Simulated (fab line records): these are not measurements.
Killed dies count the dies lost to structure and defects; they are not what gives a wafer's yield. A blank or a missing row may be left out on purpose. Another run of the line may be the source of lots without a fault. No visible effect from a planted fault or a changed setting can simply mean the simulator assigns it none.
Which of the tools did it? + flow nand-harc + 23 lots with 69 wafers sampled at 6 steps, on a route of 1302 steps

## WHAT THE GAUGES READ, wafer by wafer
Not one reading of a measure or inspect step in the record can be checked against a usual standard deviation.

## TOOL THAT RAN EACH LOT (tool first, then ch and the chambers of the sampled wafers, then the start)
| lot  | NHARC_A_STAIRCASE_ETCH_17                     | NHARC_A_STAIRCASE_TRIM_22                     | NHARC_A_STAIRCASE_STRIP_175          | NHARC_A_STAIRCASE_ETCH_188     | NHARC_A_STAIRCASE_TRIM_189     | NHARC_A_STAIRCASE_TRIM_191     |
|------|-----------------------------------------------|-----------------------------------------------|--------------------------------------|--------------------------------|--------------------------------|--------------------------------|
| L074 | rie-diel-03 ch 2,3, day 15 17:22 or earlier   | rie-diel-03 ch 0,2,3, day 15 17:22 or earlier | plasma-asher-02 ch 0,1, day 15 17:22 | rie-diel-03 ch 1,2,3, no start | rie-diel-03 ch 0,2, no start   | rie-diel-03 ch 1,2, no start   |
| L075 | rie-diel-09 ch 1,2,3, day 15 20:32 or earlier | rie-diel-09 ch 0,2,3, day 15 20:32 or earlier | plasma-asher-01 ch 0,1, day 15 20:32 | rie-diel-08 ch 0,1,2, no start | rie-diel-08 ch 0,2,3, no start | rie-diel-08 ch 0,1,3, no start |
| L076 | rie-diel-09 ch 0,2,3, day 16 16:03 or earlier | rie-diel-09 ch 0,1,2, day 16 16:03 or earlier | plasma-asher-02 ch 0,1, day 16 16:03 | rie-diel-08 ch 0,3, no start   | rie-diel-08 ch 1,2,3, no start | rie-diel-08 ch 0,1,2, no start |
| L077 | rie-diel-09 ch 0,1,3, day 17 04:19 or earlier | rie-diel-08 ch 1,2, day 17 04:19 or earlier   | plasma-asher-01 ch 0,1, day 17 04:19 | rie-diel-03 ch 0,1,2, no start | rie-diel-03 ch 0,1, no start   | rie-diel-03 ch 1,2,3, no start |
| L078 | rie-diel-03 ch 0,1, day 17 05:13 or earlier   | rie-diel-03 ch 0,1,2, day 17 05:13 or earlier | plasma-asher-02 ch 0,1, day 17 05:13 | rie-diel-09 ch 0,1,3, no start | rie-diel-09 ch 0,1,3, no start | rie-diel-09 ch 1,2,3, no start |
| L080 | rie-diel-09 ch 0,1, day 17 19:55 or earlier   | rie-diel-09 ch 2,3, day 17 19:55 or earlier   | plasma-asher-02 ch 0,1, day 17 19:55 | rie-diel-09 ch 1,2,3, no start | rie-diel-09 ch 0,1,3, no start | rie-diel-09 ch 2,3, no start   |
| L079 | rie-diel-03 ch 0,1,2, day 17 19:58 or earlier | rie-diel-09 ch 1,2, day 17 19:58 or earlier   | plasma-asher-01 ch 0,1, day 17 19:58 | rie-diel-08 ch 0,2, no start   | rie-diel-08 ch 0,1,2, no start | rie-diel-08 ch 0,1,2, no start |
| L082 | rie-diel-08 ch 0,1,2, day 19 05:11 or earlier | rie-diel-08 ch 0,2,3, day 19 05:11 or earlier | plasma-asher-02 ch 0,1, day 19 05:11 | rie-diel-03 ch 1,3, no start   | rie-diel-03 ch 0,1,3, no start | rie-diel-03 ch 0,3, no start   |
| L083 | rie-diel-03 ch 1,3, day 19 06:16 or earlier   | rie-diel-03 ch 0,1,3, day 19 06:16 or earlier | plasma-asher-01 ch 0,1, day 19 06:16 | rie-diel-08 ch 1,2,3, no start | rie-diel-08 ch 0,1,3, no start | rie-diel-08 ch 0,1, no start   |
| L084 | rie-diel-08 ch 0,1,3, day 20 02:20 or earlier | rie-diel-08 ch 1,2,3, day 20 02:20 or earlier | plasma-asher-01 ch 0,1, day 20 02:20 | rie-diel-09 ch 1,2,3, no start | rie-diel-09 ch 0,1,3, no start | rie-diel-09 ch 0,2,3, no start |
| L085 | rie-diel-03 ch 0,2, day 20 02:31 or earlier   | rie-diel-03 ch 0,2,3, day 20 02:31 or earlier | plasma-asher-02 ch 0,1, day 20 02:31 | rie-diel-08 ch 0,1,2, no start | rie-diel-08 ch 1,3, no start   | rie-diel-08 ch 0,1, no start   |
| L086 | rie-diel-03 ch 0,1,3, day 20 18:56 or earlier | rie-diel-08 ch 2,3, day 20 18:56 or earlier   | plasma-asher-01 ch 0,1, day 20 18:56 | rie-diel-09 ch 0,2,3, no start | rie-diel-09 ch 0,1,2, no start | rie-diel-09 ch 0,1, no start   |
| L087 | rie-diel-09 ch 0,1,3, day 21 00:07 or earlier | rie-diel-09 ch 1,2,3, day 21 00:07 or earlier | plasma-asher-01 ch 0,1, day 21 00:07 | rie-diel-08 ch 0,1,3, no start | rie-diel-08 ch 2,3, no start   | rie-diel-08 ch 0,1,2, no start |
| L089 | rie-diel-03 ch 0,3, day 21 19:08 or earlier   | rie-diel-08 ch 1,2,3, day 21 19:08 or earlier | plasma-asher-01 ch 0,1, day 21 19:08 | rie-diel-03 ch 0,1,2, no start | rie-diel-03 ch 0,2,3, no start | rie-diel-03 ch 1,2,3, no start |
| L088 | rie-diel-09 ch 0,3, day 21 19:20 or earlier   | rie-diel-03 ch 1,2, day 21 19:20 or earlier   | plasma-asher-01 ch 0,1, day 21 19:20 | rie-diel-03 ch 2,3, no start   | rie-diel-03 ch 1,2, no start   | rie-diel-03 ch 2,3, no start   |
| L090 | rie-diel-08 ch 0,3, day 22 15:44 or earlier   | rie-diel-08 ch 0,1,2, day 22 15:44 or earlier | plasma-asher-02 ch 0,1, day 22 15:44 | rie-diel-09 ch 1,3, no start   | rie-diel-09 ch 1,3, no start   | rie-diel-09 ch 1,2,3, no start |
| L091 | rie-diel-09 ch 2,3, day 22 16:16 or earlier   | rie-diel-09 ch 0,1,2, day 22 16:16 or earlier | plasma-asher-02 ch 0, day 22 16:16   | rie-diel-08 ch 0,1, no start   | rie-diel-08 ch 0,3, no start   | rie-diel-08 ch 0,1,2, no start |
| L092 | rie-diel-09 ch 0,1,2, day 23 13:23 or earlier | rie-diel-08 ch 0,1,2, day 23 13:23 or earlier | plasma-asher-02 ch 0,1, day 23 13:23 | rie-diel-03 ch 0,1,3, no start | rie-diel-03 ch 0,2, no start   | rie-diel-03 ch 0,2,3, no start |
| L093 | rie-diel-09 ch 0,2,3, day 23 13:41 or earlier | rie-diel-09 ch 0,2,3, day 23 13:41 or earlier | plasma-asher-01 ch 0,1, day 23 13:41 | rie-diel-03 ch 0,1,3, no start | rie-diel-03 ch 0,1,3, no start | rie-diel-03 ch 0,1,2, no start |
| L094 | rie-diel-09 ch 2,3, day 24 01:23 or earlier   | rie-diel-09 ch 0,1,2, day 24 01:23 or earlier | plasma-asher-02 ch 0,1, day 24 01:23 | rie-diel-08 ch 1,2,3, no start | rie-diel-08 ch 1,2, no start   | rie-diel-08 ch 0,2,3, no start |
| L095 | rie-diel-08 ch 0,1, day 24 14:26 or earlier   | rie-diel-08 ch 0,2,3, day 24 14:26 or earlier | plasma-asher-01 ch 0,1, day 24 14:26 | rie-diel-03 ch 1,2, no start   | rie-diel-03 ch 0,3, no start   | rie-diel-03 ch 0,3, no start   |
| L096 | rie-diel-03 ch 1,2, day 24 23:04 or earlier   | rie-diel-03 ch 1,2, day 24 23:04 or earlier   | plasma-asher-01 ch 0,1, day 24 23:04 | rie-diel-08 ch 0,2,3, no start | rie-diel-08 ch 0,2,3, no start | rie-diel-08 ch 1,2, no start   |
| L097 | rie-diel-09 ch 0,1, day 25 04:48 or earlier   | rie-diel-03 ch 0,2,3, day 25 04:48 or earlier | plasma-asher-01 ch 0,1, day 25 04:48 | rie-diel-08 ch 0,1,2, no start | rie-diel-08 ch 0,1, no start   | rie-diel-08 ch 0,2,3, no start |
- NHARC_A_STAIRCASE_ETCH_17: etches the open film in C4F8/O2, target depth 100 nm, time 40.5 s.
- NHARC_A_STAIRCASE_TRIM_22: chemistry O2, time 211.2 s.
- NHARC_A_STAIRCASE_STRIP_175: strips in O2.
- NHARC_A_STAIRCASE_ETCH_188: etches the open film in C4F8/O2, target depth 100 nm, time 40.5 s.
- NHARC_A_STAIRCASE_TRIM_189: chemistry O2, time 211.2 s.
- NHARC_A_STAIRCASE_TRIM_191: chemistry O2, time 211.2 s.

## WHAT THE TOOLS THEMSELVES READ (means of the sampled wafers that have a number; where no wafer has one, the mark that the record gives instead)
NHARC_A_STAIRCASE_ETCH_17. Usual: bias-w 999.3 W, standard deviation 2.9; oes-product-au 0.944 a.u., standard deviation 0.013; rf-vpp-V 896 V, standard deviation 3.9.
| lot  | tool        | bias-w (W) | oes-product-au (a.u.) | rf-vpp-V (V) | flag |
|------|-------------|------------|-----------------------|--------------|------|
| L074 | rie-diel-03 | 999.5      | 0.949                 | 898          |      |
| L075 | rie-diel-09 | 999.5      | 0.941                 | 897          |      |
| L076 | rie-diel-09 | 998.5      | 0.937                 | 896          |      |
| L077 | rie-diel-09 | 999.8      | 0.931                 | 895          |      |
| L078 | rie-diel-03 | 1005.4     | 0.941                 | 894          |      |
| L080 | rie-diel-09 | 997.8      | 0.926                 | 894          |      |
| L079 | rie-diel-03 | 1001.1     | 0.940                 | 893          |      |
| L082 | rie-diel-08 | 999.0      | 0.939                 | 897          |      |
| L083 | rie-diel-03 | 998.8      | 0.953                 | 901          |      |
| L084 | rie-diel-08 | 999.1      | 0.942                 | 900          |      |
| L085 | rie-diel-03 | 999.8      | 0.968                 | 893          |      |
| L086 | rie-diel-03 | 996.4      | 0.950                 | 897          |      |
| L087 | rie-diel-09 | 999.8      | 0.929                 | 895          |      |
| L089 | rie-diel-03 | 998.4      | 0.964                 | 897          |      |
| L088 | rie-diel-09 | 998.4      | 0.940                 | 894          |      |
| L090 | rie-diel-08 | 996.4      | 0.965                 | 897          |      |
| L091 | rie-diel-09 | 1004.2     | 0.944                 | 897          |      |
| L092 | rie-diel-09 | 1004.0     | 0.939                 | 894          |      |
| L093 | rie-diel-09 | 997.3      | 0.945                 | 895          |      |
| L094 | rie-diel-09 | 996.7      | 0.948                 | 896          |      |
| L095 | rie-diel-08 | 996.8      | 0.944                 | 899          |      |
| L096 | rie-diel-03 | 1000.4     | 0.942                 | 893          |      |
| L097 | rie-diel-09 | 1000.5     | 0.935                 | 895          |      |

NHARC_A_STAIRCASE_TRIM_22. Usual: drypump-motor-current-A 5.6 A, standard deviation 0.44; oes-product-au 0.996 a.u., standard deviation 0.012; rf-vpp-V 57.8 V, standard deviation 0.82; showerhead-plenum-p-Torr 3.53 Torr, standard deviation 0.12; throttle-valve-pct 17.035 %, standard deviation 0.0091.
| lot  | tool        | drypump-motor-current-A (A) | oes-product-au (a.u.) | rf-vpp-V (V) | showerhead-plenum-p-Torr (Torr) | throttle-valve-pct (%) | flag |
|------|-------------|-----------------------------|-----------------------|--------------|---------------------------------|------------------------|------|
| L074 | rie-diel-03 | 5.3                         | 1.004                 | 58.1         | 3.57                            | 17.036                 |      |
| L075 | rie-diel-09 | 6.0                         | 0.982                 | 58.2         | 3.55                            | 17.034                 |      |
| L076 | rie-diel-09 | 5.7                         | 0.986                 | 57.3         | 3.53                            | 17.032                 |      |
| L077 | rie-diel-08 | 5.6                         | 0.996                 | 57.5         | 3.62                            | 17.038                 |      |
| L078 | rie-diel-03 | 5.4                         | 1.002                 | 57.8         | 3.46                            | 17.029                 |      |
| L080 | rie-diel-09 | 5.9                         | 0.987                 | 57.7         | 3.58                            | 17.033                 |      |
| L079 | rie-diel-09 | 5.6                         | 0.983                 | 58.0         | 3.57                            | 17.029                 |      |
| L082 | rie-diel-08 | 5.4                         | 0.994                 | 57.5         | 3.51                            | 17.034                 |      |
| L083 | rie-diel-03 | 5.7                         | 1.008                 | 57.7         | 3.56                            | 17.040                 |      |
| L084 | rie-diel-08 | 5.4                         | 0.989                 | 57.8         | 3.56                            | 17.025                 |      |
| L085 | rie-diel-03 | 5.3                         | 1.018                 | 57.9         | 3.55                            | 17.037                 |      |
| L086 | rie-diel-08 | 5.2                         | 1.002                 | 57.7         | 3.50                            | 17.036                 |      |
| L087 | rie-diel-09 | 5.9                         | 0.985                 | 57.5         | 3.53                            | 17.042                 |      |
| L089 | rie-diel-08 | 5.4                         | 1.001                 | 57.0         | 3.55                            | 17.029                 |      |
| L088 | rie-diel-03 | 5.2                         | 0.998                 | 57.4         | 3.45                            | 17.037                 |      |
| L090 | rie-diel-08 | 5.7                         | 1.002                 | 57.8         | 3.54                            | 17.041                 |      |
| L091 | rie-diel-09 | 5.6                         | 0.995                 | 58.2         | 3.51                            | 17.030                 |      |
| L092 | rie-diel-08 | 5.6                         | 0.997                 | 57.5         | 3.54                            | 17.034                 |      |
| L093 | rie-diel-09 | 6.0                         | 0.995                 | 58.4         | 3.51                            | 17.033                 |      |
| L094 | rie-diel-09 | 5.6                         | 0.996                 | 58.3         | 3.50                            | 17.041                 |      |
| L095 | rie-diel-08 | 5.4                         | 0.999                 | 57.4         | 3.49                            | 17.025                 |      |
| L096 | rie-diel-03 | 5.2                         | 0.996                 | 58.0         | 3.44                            | 17.028                 |      |
| L097 | rie-diel-03 | 5.3                         | 1.011                 | 57.5         | 3.53                            | 17.043                 |      |

NHARC_A_STAIRCASE_STRIP_175. Usual: drypump-motor-current-A 5.72 A, standard deviation 0.26; heater-power-w 337 W, standard deviation 14.
| lot  | tool            | drypump-motor-current-A (A) | heater-power-w (W) | flag |
|------|-----------------|-----------------------------|--------------------|------|
| L074 | plasma-asher-02 | 5.62                        | 329                |      |
| L075 | plasma-asher-01 | 5.82                        | 345                |      |
| L076 | plasma-asher-02 | 5.78                        | 323                |      |
| L077 | plasma-asher-01 | 5.67                        | 354                |      |
| L078 | plasma-asher-02 | 5.79                        | 321                |      |
| L080 | plasma-asher-02 | 5.78                        | 324                |      |
| L079 | plasma-asher-01 | 5.66                        | 351                |      |
| L082 | plasma-asher-02 | 5.57                        | 330                |      |
| L083 | plasma-asher-01 | 5.66                        | 352                |      |
| L084 | plasma-asher-01 | 5.83                        | 342                |      |
| L085 | plasma-asher-02 | 5.79                        | 326                |      |
| L086 | plasma-asher-01 | 5.83                        | 340                |      |
| L087 | plasma-asher-01 | 5.83                        | 343                |      |
| L089 | plasma-asher-01 | 5.81                        | 343                |      |
| L088 | plasma-asher-01 | 5.83                        | 341                |      |
| L090 | plasma-asher-02 | 5.59                        | 327                |      |
| L091 | plasma-asher-02 | 5.41                        | 329                |      |
| L092 | plasma-asher-02 | 5.60                        | 330                |      |
| L093 | plasma-asher-01 | 5.83                        | 338                |      |
| L094 | plasma-asher-02 | 5.78                        | 327                |      |
| L095 | plasma-asher-01 | 5.83                        | 349                |      |
| L096 | plasma-asher-01 | 5.81                        | 341                |      |
| L097 | plasma-asher-01 | 5.67                        | 341                |      |

NHARC_A_STAIRCASE_ETCH_188. Usual: bias-w 1000.4 W, standard deviation 2.8; oes-product-au 0.941 a.u., standard deviation 0.015; rf-vpp-V 896 V, standard deviation 4.6.
| lot  | tool        | bias-w (W) | oes-product-au (a.u.) | rf-vpp-V (V) | flag |
|------|-------------|------------|-----------------------|--------------|------|
| L074 | rie-diel-03 | 998.3      | 0.950                 | 898          |      |
| L075 | rie-diel-08 | 1000.3     | 0.935                 | 897          |      |
| L076 | rie-diel-08 | 1002.8     | 0.942                 | 898          |      |
| L077 | rie-diel-03 | 1003.3     | 0.951                 | 894          |      |
| L078 | rie-diel-09 | 997.6      | 0.936                 | 895          |      |
| L080 | rie-diel-09 | 999.7      | 0.913                 | 897          |      |
| L079 | rie-diel-08 | 1005.5     | 0.942                 | 893          |      |
| L082 | rie-diel-03 | 997.0      | 0.938                 | 897          |      |
| L083 | rie-diel-08 | 999.4      | 0.950                 | 897          |      |
| L084 | rie-diel-09 | 999.1      | 0.920                 | 896          |      |
| L085 | rie-diel-08 | 1002.5     | 0.925                 | 897          |      |
| L086 | rie-diel-09 | 1001.0     | 0.933                 | 896          |      |
| L087 | rie-diel-08 | 999.1      | 0.945                 | 899          |      |
| L089 | rie-diel-03 | 1000.0     | 0.955                 | 894          |      |
| L088 | rie-diel-03 | 998.5      | 0.943                 | 901          |      |
| L090 | rie-diel-09 | 1002.0     | 0.944                 | 895          |      |
| L091 | rie-diel-08 | 999.2      | 0.941                 | 900          |      |
| L092 | rie-diel-03 | 1002.2     | 0.955                 | 896          |      |
| L093 | rie-diel-03 | 1002.3     | 0.949                 | 897          |      |
| L094 | rie-diel-08 | 999.5      | 0.959                 | 896          |      |
| L095 | rie-diel-03 | 1001.8     | 0.930                 | 892          |      |
| L096 | rie-diel-08 | 998.7      | 0.956                 | 894          |      |
| L097 | rie-diel-08 | 999.3      | 0.944                 | 897          |      |

NHARC_A_STAIRCASE_TRIM_189. Usual: drypump-motor-current-A 5.6 A, standard deviation 0.44; oes-product-au 0.998 a.u., standard deviation 0.011; rf-vpp-V 57.8 V, standard deviation 0.99; showerhead-plenum-p-Torr 3.54 Torr, standard deviation 0.12; throttle-valve-pct 17.037 %, standard deviation 0.0093.
| lot  | tool        | drypump-motor-current-A (A) | oes-product-au (a.u.) | rf-vpp-V (V) | showerhead-plenum-p-Torr (Torr) | throttle-valve-pct (%) | flag |
|------|-------------|-----------------------------|-----------------------|--------------|---------------------------------|------------------------|------|
| L074 | rie-diel-03 | 5.1                         | 1.013                 | 57.3         | 3.45                            | 17.036                 |      |
| L075 | rie-diel-08 | 5.4                         | 1.000                 | 57.9         | 3.52                            | 17.037                 |      |
| L076 | rie-diel-08 | 5.4                         | 1.001                 | 57.8         | 3.57                            | 17.039                 |      |
| L077 | rie-diel-03 | 5.8                         | 1.004                 | 57.7         | 3.47                            | 17.041                 |      |
| L078 | rie-diel-09 | 6.0                         | 0.988                 | 57.1         | 3.51                            | 17.038                 |      |
| L080 | rie-diel-09 | 6.0                         | 0.995                 | 57.0         | 3.50                            | 17.033                 |      |
| L079 | rie-diel-08 | 5.6                         | 0.999                 | 57.3         | 3.56                            | 17.041                 |      |
| L082 | rie-diel-03 | 5.7                         | 1.010                 | 58.2         | 3.56                            | 17.039                 |      |
| L083 | rie-diel-08 | 5.4                         | 0.988                 | 57.7         | 3.63                            | 17.026                 |      |
| L084 | rie-diel-09 | 6.0                         | 0.997                 | 57.5         | 3.49                            | 17.042                 |      |
| L085 | rie-diel-08 | 5.4                         | 0.995                 | 59.3         | 3.68                            | 17.030                 |      |
| L086 | rie-diel-09 | 5.7                         | 0.985                 | 58.6         | 3.51                            | 17.033                 |      |
| L087 | rie-diel-08 | 5.3                         | 0.998                 | 58.3         | 3.50                            | 17.040                 |      |
| L089 | rie-diel-03 | 5.3                         | 1.010                 | 58.5         | 3.54                            | 17.033                 |      |
| L088 | rie-diel-03 | 5.7                         | 0.997                 | 58.1         | 3.46                            | 17.026                 |      |
| L090 | rie-diel-09 | 6.0                         | 0.989                 | 58.3         | 3.49                            | 17.038                 |      |
| L091 | rie-diel-08 | 5.4                         | 1.011                 | 57.2         | 3.56                            | 17.039                 |      |
| L092 | rie-diel-03 | 5.0                         | 0.995                 | 57.6         | 3.43                            | 17.041                 |      |
| L093 | rie-diel-03 | 5.7                         | 1.006                 | 58.5         | 3.55                            | 17.044                 |      |
| L094 | rie-diel-08 | 5.7                         | 1.008                 | 57.7         | 3.47                            | 17.035                 |      |
| L095 | rie-diel-03 | 5.4                         | 1.012                 | 57.8         | 3.52                            | 17.037                 |      |
| L096 | rie-diel-08 | 5.4                         | 0.998                 | 58.4         | 3.49                            | 17.046                 |      |
| L097 | rie-diel-08 | 5.6                         | 1.009                 | 58.5         | 3.61                            | 17.043                 |      |

NHARC_A_STAIRCASE_TRIM_191. Usual: drypump-motor-current-A 5.6 A, standard deviation 0.43; oes-product-au 0.999 a.u., standard deviation 0.012; rf-vpp-V 57.9 V, standard deviation 0.86; showerhead-plenum-p-Torr 3.54 Torr, standard deviation 0.12; throttle-valve-pct 17.036 %, standard deviation 0.0085.
| lot  | tool        | drypump-motor-current-A (A) | oes-product-au (a.u.) | rf-vpp-V (V) | showerhead-plenum-p-Torr (Torr) | throttle-valve-pct (%) | flag |
|------|-------------|-----------------------------|-----------------------|--------------|---------------------------------|------------------------|------|
| L074 | rie-diel-03 | 5.7                         | 1.011                 | 57.0         | 3.48                            | 17.033                 |      |
| L075 | rie-diel-08 | 5.4                         | 1.004                 | 58.4         | 3.65                            | 17.032                 |      |
| L076 | rie-diel-08 | 5.6                         | 0.998                 | 57.8         | 3.57                            | 17.035                 |      |
| L077 | rie-diel-03 | 5.5                         | 1.002                 | 58.0         | 3.58                            | 17.040                 |      |
| L078 | rie-diel-09 | 5.9                         | 0.987                 | 59.1         | 3.55                            | 17.034                 |      |
| L080 | rie-diel-09 | 5.9                         | 0.991                 | 57.6         | 3.58                            | 17.032                 |      |
| L079 | rie-diel-08 | 5.6                         | 1.005                 | 58.1         | 3.56                            | 17.035                 |      |
| L082 | rie-diel-03 | 5.6                         | 1.007                 | 57.7         | 3.66                            | 17.040                 |      |
| L083 | rie-diel-08 | 5.6                         | 0.990                 | 58.1         | 3.69                            | 17.033                 |      |
| L084 | rie-diel-09 | 6.0                         | 0.987                 | 58.5         | 3.53                            | 17.042                 |      |
| L085 | rie-diel-08 | 5.6                         | 1.004                 | 57.7         | 3.63                            | 17.030                 |      |
| L086 | rie-diel-09 | 5.7                         | 0.990                 | 58.5         | 3.47                            | 17.033                 |      |
| L087 | rie-diel-08 | 5.6                         | 1.000                 | 57.7         | 3.55                            | 17.034                 |      |
| L089 | rie-diel-03 | 5.5                         | 1.009                 | 57.8         | 3.56                            | 17.034                 |      |
| L088 | rie-diel-03 | 5.1                         | 1.005                 | 57.5         | 3.55                            | 17.038                 |      |
| L090 | rie-diel-09 | 5.9                         | 0.999                 | 57.8         | 3.53                            | 17.039                 |      |
| L091 | rie-diel-08 | 5.6                         | 0.988                 | 57.8         | 3.54                            | 17.045                 |      |
| L092 | rie-diel-03 | 5.2                         | 1.012                 | 57.5         | 3.54                            | 17.038                 |      |
| L093 | rie-diel-03 | 5.4                         | 1.002                 | 58.1         | 3.44                            | 17.041                 |      |
| L094 | rie-diel-08 | 5.4                         | 0.996                 | 57.7         | 3.49                            | 17.045                 |      |
| L095 | rie-diel-03 | 5.4                         | 1.020                 | 58.5         | 3.52                            | 17.045                 |      |
| L096 | rie-diel-08 | 5.6                         | 0.998                 | 57.6         | 3.59                            | 17.034                 |      |
| L097 | rie-diel-08 | 5.4                         | 0.999                 | 57.7         | 3.49                            | 17.033                 |      |

## THE ANSWER, worked out from the rows above alone
Rule: lot off if the mean of its wafers having a number is beyond 3 standard deviations from the usual mean. Also off: a lot with no number at a reading for which 4 or more lots have one. Any other lot the step has rows for is counted as sound. First the gauges in route order, then the tools' own readings, where a lot's mean is used as printed above. The first step at which some lot is off is used, and at that step the reading that is off furthest; a lot without a number counts as furthest.
Across all readings shown, no lot is off: no conclusion can be drawn from this.

## WHAT THE SIMULATOR PUT IN
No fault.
